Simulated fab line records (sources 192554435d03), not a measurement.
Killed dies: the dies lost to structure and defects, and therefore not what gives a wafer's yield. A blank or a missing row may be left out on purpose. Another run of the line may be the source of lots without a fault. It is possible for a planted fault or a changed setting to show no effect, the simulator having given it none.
Split-lot experiment || flow n5_finfet || on a route of 1938 steps: 7 lots, 39 wafers read

## ABOUT THE SPLIT
At N5_BEOL_M11_VIA_ETCH_34 (etches SiCOH lowk in C4F6/O2, target depth 184.5 nm, time 69.2 s), the setting target_depth_a was moved away from the recipe's 1845 angstrom on 12 of the 39 wafers read, by -59.2% to +16.6%. For the rest of the wafers, this setting stayed at what the recipe calls for.

The reading is taken at the split's own step.

## THE READING
SOC_of_BEOL_M11_COAT_63.thk_nm (the simulator's own value, which no gauge read), in nm, at N5_BEOL_M11_VIA_ETCH_34 (etches SiCOH lowk in C4F6/O2, target depth 184.5 nm, time 69.2 s). No usual value for it is given in the file. The 27 wafers here that ran the recipe average 92.0 nm, standard deviation 0.27 nm.

{"wafer": "L077.1", "tool, chamber at the split": "rie_diel-02, 3", "target_depth_a as run, angstrom": 1291, "against the recipe": "-30.0%", "SOC_of_BEOL_M11_COAT_63.thk_nm, nm": 94.4, "against lot-mates on the recipe": "+2.1"}
{"wafer": "L077.2", "tool, chamber at the split": "rie_diel-02, 1", "target_depth_a as run, angstrom": 1291, "against the recipe": "-30.0%", "SOC_of_BEOL_M11_COAT_63.thk_nm, nm": 94.4, "against lot-mates on the recipe": "+2.1"}
{"wafer": "L077.3", "tool, chamber at the split": "rie_diel-02, 2", "target_depth_a as run, angstrom": 1845, "against the recipe": "recipe", "SOC_of_BEOL_M11_COAT_63.thk_nm, nm": 92.4, "against lot-mates on the recipe": "-"}
{"wafer": "L077.4", "tool, chamber at the split": "rie_diel-02, 0", "target_depth_a as run, angstrom": 1845, "against the recipe": "recipe", "SOC_of_BEOL_M11_COAT_63.thk_nm, nm": 92.2, "against lot-mates on the recipe": "-"}
{"wafer": "L077.5", "tool, chamber at the split": "rie_diel-02, 3", "target_depth_a as run, angstrom": 1291, "against the recipe": "-30.0%", "SOC_of_BEOL_M11_COAT_63.thk_nm, nm": 94.6, "against lot-mates on the recipe": "+2.3"}
{"wafer": "L077.6", "tool, chamber at the split": "rie_diel-02, 2", "target_depth_a as run, angstrom": 1845, "against the recipe": "recipe", "SOC_of_BEOL_M11_COAT_63.thk_nm, nm": 92.2, "against lot-mates on the recipe": "-"}
{"wafer": "L079.1", "tool, chamber at the split": "rie_diel-03, 3", "target_depth_a as run, angstrom": 1845, "against the recipe": "recipe", "SOC_of_BEOL_M11_COAT_63.thk_nm, nm": 91.8, "against lot-mates on the recipe": "-"}
{"wafer": "L079.2", "tool, chamber at the split": "rie_diel-03, 0", "target_depth_a as run, angstrom": 1845, "against the recipe": "recipe", "SOC_of_BEOL_M11_COAT_63.thk_nm, nm": 91.8, "against lot-mates on the recipe": "-"}
{"wafer": "L079.3", "tool, chamber at the split": "rie_diel-03, 1", "target_depth_a as run, angstrom": 1845, "against the recipe": "recipe", "SOC_of_BEOL_M11_COAT_63.thk_nm, nm": 92, "against lot-mates on the recipe": "-"}
{"wafer": "L079.4", "tool, chamber at the split": "rie_diel-03, 2", "target_depth_a as run, angstrom": 1845, "against the recipe": "recipe", "SOC_of_BEOL_M11_COAT_63.thk_nm, nm": 92.2, "against lot-mates on the recipe": "-"}
{"wafer": "L079.5", "tool, chamber at the split": "rie_diel-03, 0", "target_depth_a as run, angstrom": 1845, "against the recipe": "recipe", "SOC_of_BEOL_M11_COAT_63.thk_nm, nm": 91.8, "against lot-mates on the recipe": "-"}
{"wafer": "L079.6", "tool, chamber at the split": "rie_diel-03, 1", "target_depth_a as run, angstrom": 1845, "against the recipe": "recipe", "SOC_of_BEOL_M11_COAT_63.thk_nm, nm": 91.6, "against lot-mates on the recipe": "-"}
{"wafer": "L082.1", "tool, chamber at the split": "rie_diel-03, 3", "target_depth_a as run, angstrom": 1544, "against the recipe": "-16.3%", "SOC_of_BEOL_M11_COAT_63.thk_nm, nm": 93.2, "against lot-mates on the recipe": "+1.3"}
{"wafer": "L082.2", "tool, chamber at the split": "rie_diel-03, 2", "target_depth_a as run, angstrom": 1544, "against the recipe": "-16.3%", "SOC_of_BEOL_M11_COAT_63.thk_nm, nm": 93.2, "against lot-mates on the recipe": "+1.3"}
{"wafer": "L082.3", "tool, chamber at the split": "rie_diel-03, 1", "target_depth_a as run, angstrom": 1845, "against the recipe": "recipe", "SOC_of_BEOL_M11_COAT_63.thk_nm, nm": 91.8, "against lot-mates on the recipe": "-"}
{"wafer": "L082.4", "tool, chamber at the split": "rie_diel-03, 0", "target_depth_a as run, angstrom": 1544, "against the recipe": "-16.3%", "SOC_of_BEOL_M11_COAT_63.thk_nm, nm": 93.4, "against lot-mates on the recipe": "+1.5"}
{"wafer": "L082.5", "tool, chamber at the split": "rie_diel-03, 0", "target_depth_a as run, angstrom": 1845, "against the recipe": "recipe", "SOC_of_BEOL_M11_COAT_63.thk_nm, nm": 92, "against lot-mates on the recipe": "-"}
{"wafer": "L082.6", "tool, chamber at the split": "rie_diel-03, 3", "target_depth_a as run, angstrom": 1845, "against the recipe": "recipe", "SOC_of_BEOL_M11_COAT_63.thk_nm, nm": 92, "against lot-mates on the recipe": "-"}
{"wafer": "L084.1", "tool, chamber at the split": "rie_diel-06, 0", "target_depth_a as run, angstrom": 1845, "against the recipe": "recipe", "SOC_of_BEOL_M11_COAT_63.thk_nm, nm": 91.8, "against lot-mates on the recipe": "-"}
{"wafer": "L084.2", "tool, chamber at the split": "rie_diel-06, 2", "target_depth_a as run, angstrom": 1845, "against the recipe": "recipe", "SOC_of_BEOL_M11_COAT_63.thk_nm, nm": 92, "against lot-mates on the recipe": "-"}
{"wafer": "L084.3", "tool, chamber at the split": "rie_diel-06, 3", "target_depth_a as run, angstrom": 1845, "against the recipe": "recipe", "SOC_of_BEOL_M11_COAT_63.thk_nm, nm": 91.8, "against lot-mates on the recipe": "-"}
{"wafer": "L084.4", "tool, chamber at the split": "rie_diel-06, 1", "target_depth_a as run, angstrom": 752.6, "against the recipe": "-59.2%", "SOC_of_BEOL_M11_COAT_63.thk_nm, nm": 96.8, "against lot-mates on the recipe": "+4.9"}
{"wafer": "L084.5", "tool, chamber at the split": "rie_diel-06, 3", "target_depth_a as run, angstrom": 752.6, "against the recipe": "-59.2%", "SOC_of_BEOL_M11_COAT_63.thk_nm, nm": 97, "against lot-mates on the recipe": "+5.1"}
{"wafer": "L084.6", "tool, chamber at the split": "rie_diel-06, 2", "target_depth_a as run, angstrom": 752.6, "against the recipe": "-59.2%", "SOC_of_BEOL_M11_COAT_63.thk_nm, nm": 96.8, "against lot-mates on the recipe": "+4.9"}
{"wafer": "L090.1", "tool, chamber at the split": "rie_diel-06, 1", "target_depth_a as run, angstrom": 1845, "against the recipe": "recipe", "SOC_of_BEOL_M11_COAT_63.thk_nm, nm": 92, "against lot-mates on the recipe": "-"}
{"wafer": "L090.2", "tool, chamber at the split": "rie_diel-06, 2", "target_depth_a as run, angstrom": 1845, "against the recipe": "recipe", "SOC_of_BEOL_M11_COAT_63.thk_nm, nm": 92, "against lot-mates on the recipe": "-"}
{"wafer": "L090.3", "tool, chamber at the split": "rie_diel-06, 0", "target_depth_a as run, angstrom": 2152, "against the recipe": "+16.6%", "SOC_of_BEOL_M11_COAT_63.thk_nm, nm": 91, "against lot-mates on the recipe": -1.1}
{"wafer": "L090.4", "tool, chamber at the split": "rie_diel-06, 3", "target_depth_a as run, angstrom": 2152, "against the recipe": "+16.6%", "SOC_of_BEOL_M11_COAT_63.thk_nm, nm": 91, "against lot-mates on the recipe": -1.1}
{"wafer": "L090.5", "tool, chamber at the split": "rie_diel-06, 3", "target_depth_a as run, angstrom": 1845, "against the recipe": "recipe", "SOC_of_BEOL_M11_COAT_63.thk_nm, nm": 92.2, "against lot-mates on the recipe": "-"}
{"wafer": "L090.6", "tool, chamber at the split": "rie_diel-06, 2", "target_depth_a as run, angstrom": 2152, "against the recipe": "+16.6%", "SOC_of_BEOL_M11_COAT_63.thk_nm, nm": 90.4, "against lot-mates on the recipe": -1.7}
{"wafer": "L095.1", "tool, chamber at the split": "rie_diel-06, 2", "target_depth_a as run, angstrom": 1845, "against the recipe": "recipe", "SOC_of_BEOL_M11_COAT_63.thk_nm, nm": 91.8, "against lot-mates on the recipe": "-"}
{"wafer": "L095.2", "tool, chamber at the split": "rie_diel-06, 0", "target_depth_a as run, angstrom": 1845, "against the recipe": "recipe", "SOC_of_BEOL_M11_COAT_63.thk_nm, nm": 91.6, "against lot-mates on the recipe": "-"}
{"wafer": "L095.3", "tool, chamber at the split": "rie_diel-06, 3", "target_depth_a as run, angstrom": 1845, "against the recipe": "recipe", "SOC_of_BEOL_M11_COAT_63.thk_nm, nm": 92, "against lot-mates on the recipe": "-"}
{"wafer": "L095.4", "tool, chamber at the split": "rie_diel-06, 1", "target_depth_a as run, angstrom": 1845, "against the recipe": "recipe", "SOC_of_BEOL_M11_COAT_63.thk_nm, nm": 91.8, "against lot-mates on the recipe": "-"}
{"wafer": "L095.5", "tool, chamber at the split": "rie_diel-06, 1", "target_depth_a as run, angstrom": 1845, "against the recipe": "recipe", "SOC_of_BEOL_M11_COAT_63.thk_nm, nm": 91.8, "against lot-mates on the recipe": "-"}
{"wafer": "L095.6", "tool, chamber at the split": "rie_diel-06, 0", "target_depth_a as run, angstrom": 1845, "against the recipe": "recipe", "SOC_of_BEOL_M11_COAT_63.thk_nm, nm": 91.8, "against lot-mates on the recipe": "-"}
{"wafer": "L097.2", "tool, chamber at the split": "rie_diel-06, 0", "target_depth_a as run, angstrom": 1845, "against the recipe": "recipe", "SOC_of_BEOL_M11_COAT_63.thk_nm, nm": 92.8, "against lot-mates on the recipe": "-"}
{"wafer": "L097.4", "tool, chamber at the split": "rie_diel-06, 0", "target_depth_a as run, angstrom": 1845, "against the recipe": "recipe", "SOC_of_BEOL_M11_COAT_63.thk_nm, nm": 92.4, "against lot-mates on the recipe": "-"}
{"wafer": "L097.6", "tool, chamber at the split": "rie_diel-06, 1", "target_depth_a as run, angstrom": 1845, "against the recipe": "recipe", "SOC_of_BEOL_M11_COAT_63.thk_nm, nm": 92.4, "against lot-mates on the recipe": "-"}

THE FIT
A straight line over all 39 wafers: SOC_of_BEOL_M11_COAT_63.thk_nm changes by -0.0811 nm for each +1% of target_depth_a; r = -0.99; the points scatter about the line by 0.25 nm.
The same after taking each lot's own level away (the mean of its wafers on the recipe; 39 wafers): -0.0818 nm for each +1%; r = -0.99; scatter 0.17 nm.
On that fit, the largest move of target_depth_a shifts the reading by 4.8 nm.
Across the lots, their own levels run from 91.80 to 92.53 nm, a range of 2.7 times the standard deviation given above.
The two slopes are in agreement: the lot-to-lot level therefore moves the slope only a little.
Check: with one of the wafers moved furthest among these (-59.2%) left out of the fit, the line predicts +4.82 nm for it against its lot-mates. It came out at +4.93 nm against them.

## THESE WAFERS: OTHER SPLITS
These wafers also went through other splits before the reading. Each is held against what the fit with the lots' levels taken away leaves over:
{"other split on the same wafers": "N5_BEOL_M6_ETCH_62 time_s", "wafers away from the commonest value": 15, "r with SOC_of_BEOL_M11_COAT_63.thk_nm (lot level and that fit taken away)": "+0.04"}
{"other split on the same wafers": "N5_BEOL_M8_DESCUM_16 time_s", "wafers away from the commonest value": 15, "r with SOC_of_BEOL_M11_COAT_63.thk_nm (lot level and that fit taken away)": -0.03}

## THE WHOLE CHAIN: every reading that the file lists as answering this split, in the file's order
{"step": "N5_BEOL_M11_VIA_ETCH_34", "what it does": "etches SiCOH lowk in C4F6/O2, target depth 184.5 nm, time 69.2 s", "reading": "etch.depth_nm (the simulator's own value, which no gauge read)", "change (the file's fit)": "+1.82 nm for each +1% of the setting", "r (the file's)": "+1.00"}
{"step": "N5_BEOL_M11_VIA_ETCH_34", "what it does": "etches SiCOH lowk in C4F6/O2, target depth 184.5 nm, time 69.2 s", "reading": "SOC_of_BEOL_M11_COAT_63.thk_nm (the simulator's own value, which no gauge read)", "change (the file's fit)": "-0.0818 nm for each +1% of the setting", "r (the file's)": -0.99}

## THE FILE'S OWN FIT
SOC_of_BEOL_M11_COAT_63.thk_nm changes by -0.0818 nm for each +1% of target_depth_a, r = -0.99.
